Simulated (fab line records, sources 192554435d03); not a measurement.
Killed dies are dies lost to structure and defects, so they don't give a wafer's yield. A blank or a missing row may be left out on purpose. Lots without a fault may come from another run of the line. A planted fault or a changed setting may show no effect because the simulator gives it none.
fab line records | flow n5_finfet
record lots=14 wafers=34 last_day=17
route steps=1938 shown BEOL_M9@1464 BEOL_M10@1472 PASSIVATION@1936
lots that met no fault: from a run of the same line without faults
start_h: hours from the record's first day to the start of the lot's first wafer shown | wait_h: hours since the lot's step before | " the same as in the row above | L1.1+2: a row that stands for several wafers | - no value, or no start given | * or withheld: withheld | < > ~ a bound
route shown NAME@n: a module of which the file shows steps, and the number in the route of the first | usual: mean/standard deviation of fault-free wafers | same: alike in all rows | chamber/n: place in a boat | sites: the reading at each site | _std_site: their standard deviation | _edge_site: outer sites' mean less inner sites' | radius_mm: how far each site lies from the wafer's centre | mask NAME#n: copy n | behind: the tool/chamber that last shaped the wafer | hold: why the lot was held/for how many hours/how that ended | device: the transistor (n, p or np) that didn't switch | end of line: the same wafers' tests at the end of the route | a step without rows: its recipe alone | killed: dies lost to structure and defects at the first sort, not the wafer's yield | map: a wafer's dies, x killed, . not, _ none there
set.NAME: the setting as run; set.NAME@STEP: as run at that earlier step | model.NAME: the simulator's own value behind a step, which no gauge read
steps of the route over a sample of lots; a table a step, a row a wafer
services: from which hour (start_h, from the record's first day; less than 0 if before it) a tool's chamber was out of use, for how many hours, and why
## steps
# step N5_BEOL_M9_CMP_52
# recipe stop_on=SiCOH_lowk t_overpolish_s=7 down_force_psi=1 platen_rpm=50 clearing_platen_down_force_psi=1.5 clearing_platen_rpm=50 post_cmp_clean=cu_alkaline target_thk_nm=140 clearing_platen_pad_velocity_m_s=0.99484 pad_velocity_m_s=0.99484
# usual barrier_field_endpoint_s=29.3/1.1 motor_current_A=6.3/0.85 overpolish_run_s=7.000/0.0095 time_to_endpoint_s=68/4.6
# columns lot.wafer tool chamber start_h wait_h barrier_field_endpoint_s motor_current_A overpolish_run_s time_to_endpoint_s
L450.4 cmp-01 1 205.16 0.2 29.3 7.3 7.004 64
L450.6 " 1 " " 29.3 7.4 6.996 66
L449.4 cmp-01 0 211.33 0.2 28.3 6.4 7.004 60
L449.1 " 2 " " 27.9 5.2 6.995 66
L451.2 cmp-03 1 226.50 0.4 31.3 5.7 7.002 80
L451.5 " 0 " " 29.0 7.9 7.002 66
L454.3 cmp-03 3 230.92 0.2 28.2 6.1 7.002 64
L454.2 " 2 " " 28.9 5.6 7.016 70
L454.6 " 3 " " 29.0 5.9 6.996 63
L453.1 cmp-01 3 236.54 0.4 29.1 6.8 6.988 71
L453.2 " 0 " " 27.5 6.4 7.005 61
L453.6 " 1 " " 29.3 7.4 7.003 68
L458.2 cmp-03 2 256.46 0.2 29.8 6.1 7.002 71
L458.1 " 3 " " 28.2 5.6 7.005 63
L458.4 " 0 " " 29.1 7.7 7.003 66
L459.3 cmp-01 3 273.90 0.2 28.8 6.5 7.008 69
L459.2 " 0 " " 28.1 6.0 6.989 60
L459.6 " 2 " " 28.4 5.1 7.004 64
L460.4 cmp-01 0 295.56 0.1 29.3 6.4 7.014 69
L460.1 " 1 " " 30.4 7.4 6.993 73
L463.5 cmp-03 3 308.96 0.2 28.8 5.8 6.989 65
L463.6 " 0 " " 29.4 7.8 6.999 70
L464.4 cmp-01 1 309.08 0.1 32.1 7.7 7.007 72
L464.3 " 2 " " 29.7 5.2 6.998 65
L464.6 " 1 " " 31.3 7.3 7.004 69
L468.3 cmp-03 3 317.25 0.2 28.6 5.9 7.004 63
L468.4 " 1 " " 30.8 5.3 6.989 74
L469.2 cmp-01 0 317.86 0.2 28.8 6.7 7.006 59
L469.3 " 2 " " 28.6 5.4 6.990 65
L469.5 " 0 " " 28.0 6.3 7.015 63
L470.5 cmp-03 0 346.76 0.2 29.7 7.6 6.994 68
L470.6 " 1 " " 31.8 5.3 6.989 77
L472.2 cmp-03 0 360.49 0.3 29.4 7.4 6.987 69
L472.5 " 2 " " 29.1 6.0 6.984 71
# step N5_BEOL_M9_INSPECT_58
# recipe inspect_instrument=darkfield mode=post_dep
# usual raw_defect_count=73/22
# columns lot.wafer tool chamber start_h wait_h raw_defect_count
L450.4 defect_inspect-02 - 205.58 0.0 55
L450.6 " - " " 83
L449.1 defect_inspect-01 - 211.78 0.0 71
L449.4 " - " " 68
L451.2 defect_inspect-01 - 226.95 0.0 134
L451.5 " - " " 77
L454.2 defect_inspect-02 - 231.41 0.0 132
L454.3 " - " " 99
L454.6 " - " " 70
L453.1 defect_inspect-01 - 236.97 0.0 81
L453.2 " - " " 90
L453.6 " - " " 94
L458.1 defect_inspect-02 - 256.88 0.0 41
L458.2 " - " " 60
L458.4 " - " " 74
L459.2 defect_inspect-01 - 274.36 0.0 39
L459.3 " - " " 77
L459.6 " - " " 53
L460.1 defect_inspect-01 - 296.02 0.0 83
L460.4 " - " " 134
L463.5 defect_inspect-01 - 309.27 0.0 45
L463.6 " - " " 51
L464.3 defect_inspect-01 - 309.54 0.0 58
L464.4 " - " " 70
L464.6 " - " " 54
L468.3 defect_inspect-01 - 317.67 0.0 95
L468.4 " - " " 65
L469.2 defect_inspect-02 - 318.32 0.0 115
L469.3 " - " " 64
L469.5 " - " " 87
L470.5 defect_inspect-01 - 347.07 0.0 69
L470.6 " - " " 79
L472.2 defect_inspect-02 - 360.91 0.0 55
L472.5 " - " " 67
# step N5_BEOL_M10_THK_MEAS_01
# recipe reads=SiCOH_lowk_of_BEOL_M10_ILD_DEP_00
# usual M10_ILD_THK=267/4
# columns lot.wafer tool chamber start_h wait_h M10_ILD_THK[nm]
L450.4 film_metro-01 - 206.20 0.2 267
L450.6 " - " " 275
L449.1 film_metro-01 - 212.91 0.8 267
L449.4 " - " " 267
L451.2 film_metro-01 - 227.62 0.4 264
L451.5 " - " " 268
L454.2 film_metro-02 - 232.04 0.4 269
L454.3 " - " " 262
L454.6 " - " " 272
L453.1 film_metro-02 - 237.60 0.4 268
L453.2 " - " " 264
L453.6 " - " " 270
L458.1 film_metro-01 - 257.54 0.4 265
L458.2 " - " " 265
L458.4 " - " " 270
L459.2 film_metro-02 - 274.98 0.4 261
L459.3 " - " " 261
L459.6 " - " " 265
L460.1 film_metro-01 - 296.64 0.4 261
L460.4 " - " " 265
L463.5 film_metro-02 - 309.90 0.1 266
L463.6 " - " " 264
L464.3 film_metro-02 - 310.16 0.3 257
L464.4 " - " " 263
L464.6 " - " " 259
L468.3 film_metro-01 - 318.48 0.3 259
L468.4 " - " " 265
L469.2 film_metro-01 - 318.96 0.4 268
L469.3 " - " " 264
L469.5 " - " " 270
L470.5 film_metro-02 - 348.18 0.2 263
L470.6 " - " " 267
L472.2 film_metro-01 - 362.09 0.7 264
L472.5 " - " " 273
# step N5_BEOL_M10_COAT_05
# recipe resist=CAR-ArF spin_rpm=1500 resist_thk_nm=90
# usual exhaust_pa=45.1/0.88 spin_speed_rpm=1500.0/0.95
# columns lot.wafer tool chamber start_h wait_h exhaust_pa spin_speed_rpm
L450.4 litho_track-01 0 207.48 - 43.7 1499.6
L450.6 " 0 " " 43.9 1499.2
L449.1 litho_track-02 0 215.57 - 45.6 1501.0
L449.4 " 0 " " 46.4 1499.5
L451.2 litho_track-05 0 228.35 - 44.6 1499.6
L451.5 " 0 " " 45.5 1500.7
L454.2 litho_track-02 0 233.88 - 44.6 1499.2
L454.3 " 0 " " 44.9 1500.3
L454.6 " 0 " " 44.8 1499.7
L453.1 litho_track-02 0 239.29 - 45.3 1498.8
L453.2 " 0 " " 45.6 1499.1
L453.6 " 0 " " 44.5 1499.3
L458.1 litho_track-02 0 261.06 - 43.9 1436.1
L458.2 " 0 " " 44.3 1438.0
L458.4 " 0 " " 44.3 1438.1
L459.2 litho_track-02 0 275.55 - 44.4 1436.5
L459.3 " 0 " " 45.8 1436.0
L459.6 " 0 " " 44.2 1435.9
L460.1 litho_track-05 0 297.18 - 45.0 1499.5
L460.4 " 0 " " 44.5 1499.1
L463.5 litho_track-05 0 311.63 - 45.3 1500.1
L463.6 " 0 " " 44.8 1500.0
L464.3 litho_track-01 0 311.83 - 45.2 1500.2
L464.4 " 0 " " 45.7 1501.1
L464.6 " 0 " " 45.0 1501.2
L468.3 litho_track-05 0 318.79 - 45.4 1499.2
L468.4 " 0 " " 44.9 1500.5
L469.2 litho_track-05 0 321.16 - 44.1 1499.0
L469.3 " 0 " " 44.2 1498.9
L469.5 " 0 " " 44.1 1500.0
L470.5 litho_track-05 0 348.79 - 47.2 1500.6
L470.6 " 0 " " 45.0 1498.7
L472.2 litho_track-01 0 364.68 - 44.8 1499.9
L472.5 " 0 " " 45.1 1500.9
# step N5_PASSIVATION_PROBE_49
# usual defect_limited_yield=91.3/1.5 killed_at_M0_to_M3=33/12 killed_at_M4_up=15/5.2 killed_at_contacts=12/5.1 killed_at_front_end=39/11 killed_at_other=5/3.6 killed_dies=103/18 killed_open=67/13 killed_short=33/7.8 sort_bin_5_function=5.1/0.96 sort_bin_6_memory=3.2/0.71 sort_bin_8_speed=0.01/0.063 sort_n_pass=1077/18 sort_yield_pct=91.3/1.5
# same gross_dies=1180 killed_at_back_side=0 sort_bin_4_leakage[%]=0
# columns lot.wafer tool chamber start_h wait_h defect_limited_yield[%] killed_at_M0_to_M3 killed_at_M4_up killed_at_contacts killed_at_front_end killed_at_other killed_dies killed_open killed_short sort_bin_5_function[%] sort_bin_6_memory[%] sort_bin_8_speed[%] sort_n_pass sort_yield_pct[%]
L458.4 prober-01 - 313.91 0.2 87.5 38 9 11 83 6 147 85 44 6.6 4.2 0 1033 87.5
# killed by level:class
L458.4 FIN_SAQP:geometric_particle:short=18 HKMG_FIN:area_etch=16 FIN_SAQP:geometric_particle:open=14 STI_FIN_REVEAL:geometric_particle:open=14 BEOL_M2:geometric_particle:open=10 MOL_CONTACT_COAG:geometric_particle:open=9 DUMMY_GATE:geometric_particle:open=7 BEOL_M0_SAQP:geometric_particle:open=7
## services
# columns tool chamber start_h hours kind
cmp-01 - 181.64 5.3 repair
cmp-01 - 189.61 2.0 repair
cmp-03 - 192.54 2.2 repair
litho_track-05 - 200.56 - consumable_replace:filter
cmp-03 - 202.26 2.2 repair
cmp-03 - 220.39 0.8 repair
cmp-01 - 248.37 4.8 pm
cmp-01 - 277.89 4.0 pm
cmp-01 - 281.89 - consumable_replace:conditioner
cmp-01 - 281.89 - consumable_replace:pad
cmp-03 - 297.69 2.2 repair
cmp-01 - 355.90 3.3 repair
## key
first_sign step=N5_BEOL_M10_COAT_05 reading=spin_speed_rpm direction=down sigmas=66 usual=* struck=*
effect none on later readings
met_at N5_BEOL_M10_COAT_05
struck_lots L458,L459
baseline_loss step=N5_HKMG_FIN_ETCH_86 wafers=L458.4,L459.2
not_acting_at N5_BEOL_M9_CMP_52,N5_BEOL_M9_INSPECT_58,N5_BEOL_M10_THK_MEAS_01
onset_between 239.29 261.06
fault kind=process_parameter_drift tool=litho_track-02 chamber=- onset_h=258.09 steps=N5_BEOL_M10_COAT_05 channel=spin_rpm offset=* shape=step end_h=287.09 acts_in=* stated=*
# baseline_loss: these wafers lose ten dies or more at that step, a loss of the line's own and not of a fault; the sort's usual values leave them out
